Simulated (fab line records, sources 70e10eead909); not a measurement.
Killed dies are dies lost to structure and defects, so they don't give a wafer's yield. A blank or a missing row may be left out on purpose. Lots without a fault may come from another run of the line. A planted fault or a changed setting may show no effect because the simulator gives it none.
Which tool did it? | flow nand_harc | 7 lots, 21 wafers sampled, at 1 step of a route of 1302

WHAT THE GAUGES READ, wafer by wafer
NHARC_P_M0_OVL_MEAS_10: pitch 180 nm.
lot  | measured     | on         | overlay_x_nm (nm)
L876 | day 7 23:31  | overlay-01 | 1.1 1.8 1.7
L878 | day 8 15:14  | overlay-01 | 0.2 0.3 0.3
L882 | day 10 10:37 | overlay-02 | -0.5 -0.1 -0.4
L884 | day 11 00:21 | overlay-01 | 0.4 0.5 0.3
L886 | day 12 02:37 | overlay-02 | -0.8 -1.0 -0.9
L890 | day 13 15:16 | overlay-02 | -0.6 -0.9 -0.3
L894 | day 15 07:16 | overlay-02 | -0.2 -0.4 0.0

WHICH TOOL RAN EACH LOT (tool, then ch and the chambers of the sampled wafers, then the start)
The record holds no process step before these readings.

THE ANSWER, worked out from the rows above alone
Rule: what is usual is taken from the lots themselves. Put in order of their means at a reading, lots are off if they are a third of the lots or fewer, leave a main group of 4 or more, and stand apart from it by a gap of 3 or more times the standard deviation of the main group's means; of several such gaps the widest counts. A main group whose means are all the same, to the digits that the tables above print for the reading, isn't used. A lot without any number at a reading at which 4 lots or more have one is off too. The other lots that the step has rows for count as sound.
No lot is off at any reading shown: from this, nothing can be told.

WHAT THE SIMULATOR HAD PUT IN
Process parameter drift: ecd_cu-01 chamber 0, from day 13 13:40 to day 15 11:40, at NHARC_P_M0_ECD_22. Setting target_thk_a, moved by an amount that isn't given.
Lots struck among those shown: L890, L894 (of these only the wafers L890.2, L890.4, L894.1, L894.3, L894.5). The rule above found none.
